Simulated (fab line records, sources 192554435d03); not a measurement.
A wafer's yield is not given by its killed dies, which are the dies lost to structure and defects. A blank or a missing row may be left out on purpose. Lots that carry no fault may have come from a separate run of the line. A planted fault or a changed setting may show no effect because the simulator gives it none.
Chamber matching | flow n5-finfet | cmp-04 running N5_BEOL_M8_CMP_52: 4 sister chambers
The step polishes, stops on SiCOH lowk, t overpolish 6.9 s, target thk 80 nm. 14 wafers are shown with their chamber, then 7 later ones without.

WAFERS PAIRED WITH THEIR CHAMBERS
wafer  | chamber | motor-current-A (A) | retaining-ring-pressure-frac | time-to-endpoint-s (s)
L535.1 | 3       | 5.6                 | 0.998                        | 66.9
L535.2 | 2       | 5.9                 | 0.993                        | 64.1
L535.5 | 2       | 5.9                 | 0.993                        | 62.6
L539.4 | 1       | 6.4                 | 1.000                        | 64.8
L539.5 | 1       | 5.8                 | 1.001                        | 64.5
L539.6 | 2       | 6.0                 | 0.991                        | 61.7
L543.1 | 3       | 5.3                 | 1.000                        | 63.3
L543.3 | 0       | 6.0                 | 1.007                        | 59.9
L543.5 | 2       | 5.8                 | 0.999                        | 59.3
L546.1 | 2       | 6.0                 | 0.994                        | 63.9
L546.2 | 1       | 6.2                 | 1.001                        | 64.1
L546.3 | 0       | 5.7                 | 0.998                        | 63.4
L550.2 | 1       | 6.2                 | 1.003                        | 64.7
L550.3 | 3       | 5.1                 | 1.000                        | 68.5

SIGNATURES (averages over the wafers above)
reading                      | chamber 0 | chamber 1 | chamber 2 | chamber 3 | scatter within a chamber
motor-current-A              | 5.850     | 6.150     | 5.920     | 5.333     | 0.197
retaining-ring-pressure-frac | 1.00250   | 1.00125   | 0.99400   | 0.99933   | 0.0029
time-to-endpoint-s           | 61.650    | 64.525    | 62.320    | 66.233    | 1.89
Rule: a wafer lies at a distance from a chamber equal to the root of the sum of squares, over the readings, of (its reading less the chamber's mean, divided by the reading's scatter). The wafer belongs to the nearest chamber; if the next one is less than 2 further off, it can't be placed. How the scatter is found: for the shown wafers, subtract from each reading the mean of its chamber, square and add these, divide the total by (wafers less chambers), then take the root.

WAFERS WITH NO CHAMBER GIVEN
wafer  | motor-current-A (A) | retaining-ring-pressure-frac | time-to-endpoint-s (s)
L550.6 | 6.3                 | 1.004                        | 64.7
L557.1 | 5.9                 | 1.001                        | 65.3
L557.2 | 5.6                 | 1.002                        | 65.7
L557.3 | 6.0                 | 1.006                        | 64.2
L558.1 | 5.7                 | 1.005                        | 63.8
L558.2 | 6.0                 | 1.006                        | 65.0
L558.4 | 5.9                 | 1.000                        | 61.8

CHAMBER TAKEN BY EACH
wafer  | from the rows above               | in truth
L550.6 | can't be placed: 1 or 0           | 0
L557.1 | can't be placed: 1 or 0 or 2 or 3 | 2
L557.2 | can't be placed: 3 or 0 or 1      | 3
L557.3 | can't be placed: 1 or 0           | 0
L558.1 | can't be placed: 0 or 1 or 3      | 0
L558.2 | can't be placed: 1 or 0           | 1
L558.4 | can't be placed: 0 or 1 or 2      | 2
Correct placement for 0 of the 7. From these rows, 7 cannot be placed; in 7 the true chamber is one of the candidates. Wrongly placed: 0.
